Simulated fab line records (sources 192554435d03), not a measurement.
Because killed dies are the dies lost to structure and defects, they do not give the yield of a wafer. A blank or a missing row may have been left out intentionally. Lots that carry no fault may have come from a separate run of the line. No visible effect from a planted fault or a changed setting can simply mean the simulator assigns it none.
Which tool did it? -- flow n5_finfet -- route of 1938 steps, sampled at 1 step: 10 lots, 30 wafers

== WHAT THE GAUGES SHOWED, per wafer ==
N5_BEOL_M13_CD_MEAS_17: target cd 190 nm. Usual: cd_nm at 190.0 nm, with a standard deviation of 1.4.
lot,measured,on,cd_nm (nm),flag
L919,day 11 20:39,cd_sem-01,189.3 190.7 190.2,
L926,day 12 18:04,cd_sem-01,191.1 191.0 190.7,
L927,day 13 12:40,cd_sem-02,189.4 190.6 188.8,
L929,day 13 21:55,cd_sem-01,189.2 189.9 191.3,
L930,day 14 02:11,cd_sem-03,188.1 188.7 190.1,
L932,day 14 13:43,cd_sem-01,190.3 189.3 190.1,
L933,day 14 15:35,cd_sem-01,190.6 190.5 189.9,
L931,day 14 23:25,cd_sem-01,189.1 188.9 189.2,
L936,day 15 04:36,cd_sem-02,188.8 187.8 189.0,
L940,day 17 03:28,cd_sem-01,189.6 192.2 189.7,

== WHICH TOOL RAN EACH LOT (tool, then ch and the chambers of the sampled wafers, then the start) ==
Record: no process step prior to these readings.

== AS READ BY THE TOOLS THEMSELVES (means over the sampled wafers that have a number; for cases with no such wafer, the mark the record gives instead) ==
The record holds no such reading with a usual standard deviation.

== THE ANSWER, worked out from the rows above alone ==
Rule: a lot is off if the mean of its wafers that have a number lies more than 3 standard deviations from the usual mean. Also off: a lot with no number at a reading for which 4 or more lots have one. Where the step has rows for the other lots, those lots are counted as sound. First the gauges in route order, then the tools' own readings, where a lot's mean is used as printed above. The first step at which some lot is off is used, and at that step the reading that is off furthest; a lot without a number counts as furthest.
No lot is off on any of the readings shown, so nothing can be concluded from this.

== WHAT THE SIMULATOR HAD INSERTED ==
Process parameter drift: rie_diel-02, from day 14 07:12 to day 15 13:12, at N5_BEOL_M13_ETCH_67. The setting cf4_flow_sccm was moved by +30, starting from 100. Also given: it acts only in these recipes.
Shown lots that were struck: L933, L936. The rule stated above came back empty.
